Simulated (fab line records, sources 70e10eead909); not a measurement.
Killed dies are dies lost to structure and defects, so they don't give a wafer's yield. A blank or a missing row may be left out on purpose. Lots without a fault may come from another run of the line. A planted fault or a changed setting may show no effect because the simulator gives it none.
Chamber matching | flow nand_harc | NHARC_A_BLC_DESCUM_15 on rie_diel-10: 4 sister chambers
The step chemistry O2, time 3 s. 16 wafers are shown with their chamber, then 8 later ones without.

WAFERS WITH THEIR CHAMBER
wafer  | chamber | drypump_motor_current_A (A) | rf_vpp_V (V) | oes_product_au (a.u.)
L843.1 | 3       | 5.6                         | 56.1         | 1.009
L843.3 | 1       | 5.3                         | 58.6         | 1.006
L843.5 | 2       | 5.8                         | 57.0         | 1.010
L844.1 | 2       | 5.8                         | 59.1         | 0.996
L844.3 | 0       | 5.6                         | 57.8         | 0.989
L844.4 | 3       | 5.7                         | 56.8         | 1.004
L845.1 | 1       | 5.3                         | 59.4         | 0.996
L845.4 | 3       | 5.6                         | 57.2         | 0.998
L845.6 | 3       | 5.6                         | 57.5         | 0.998
L846.3 | 0       | 5.7                         | 55.3         | 0.999
L846.5 | 1       | 5.3                         | 57.2         | 1.005
L846.6 | 0       | 5.7                         | 58.0         | 1.004
L850.3 | 0       | 5.7                         | 58.4         | 0.998
L850.4 | 1       | 5.3                         | 58.4         | 1.015
L850.5 | 1       | 5.3                         | 59.6         | 1.006
L861.3 | 0       | 5.7                         | 57.2         | 0.988

SIGNATURES (means of the wafers above)
reading                 | chamber 0 | chamber 1 | chamber 2 | chamber 3 | scatter within a chamber
drypump_motor_current_A | 5.680     | 5.300     | 5.800     | 5.625     | 0.0359
rf_vpp_V                | 57.340    | 58.640    | 58.050    | 56.900    | 1.04
oes_product_au          | 0.99560   | 1.00560   | 1.00300   | 1.00225   | 0.00679
Rule: a wafer's distance from a chamber is the root of the sum, over the readings, of the square of ((its reading less the chamber's mean) divided by the reading's scatter). The wafer belongs to the nearest chamber; if the next one is less than 2 further off, it can't be placed. The scatter: the root of (the sum of the squares of (reading less its chamber's mean) over the shown wafers, divided by (wafers less chambers)).

WAFERS WITHOUT THEIR CHAMBER
wafer  | drypump_motor_current_A (A) | rf_vpp_V (V) | oes_product_au (a.u.)
L861.4 | 5.6                         | 57.9         | 0.997
L861.5 | 5.6                         | 56.3         | 1.005
L865.1 | 5.3                         | 58.1         | 1.017
L865.4 | 5.7                         | 58.2         | 1.008
L865.5 | 5.8                         | 58.3         | 1.008
L864.2 | 5.7                         | 58.3         | 0.998
L864.4 | 5.7                         | 57.2         | 1.008
L864.5 | 5.6                         | 56.6         | 1.002

WHICH CHAMBER EACH WENT THROUGH
wafer  | from the rows above          | in truth
L861.4 | can't be placed: 3 or 0      | 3
L861.5 | can't be placed: 3 or 0      | 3
L865.1 | 1                            | 1
L865.4 | can't be placed: 0 or 3 or 2 | 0
L865.5 | 2                            | 2
L864.2 | can't be placed: 0 or 3 or 2 | 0
L864.4 | can't be placed: 0 or 3 or 2 | 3
L864.5 | can't be placed: 3 or 0      | 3
Placed correctly: 2 of 8. Can't be placed from these rows: 6 (the true chamber is among the candidates in 6). Placed wrongly: 0.
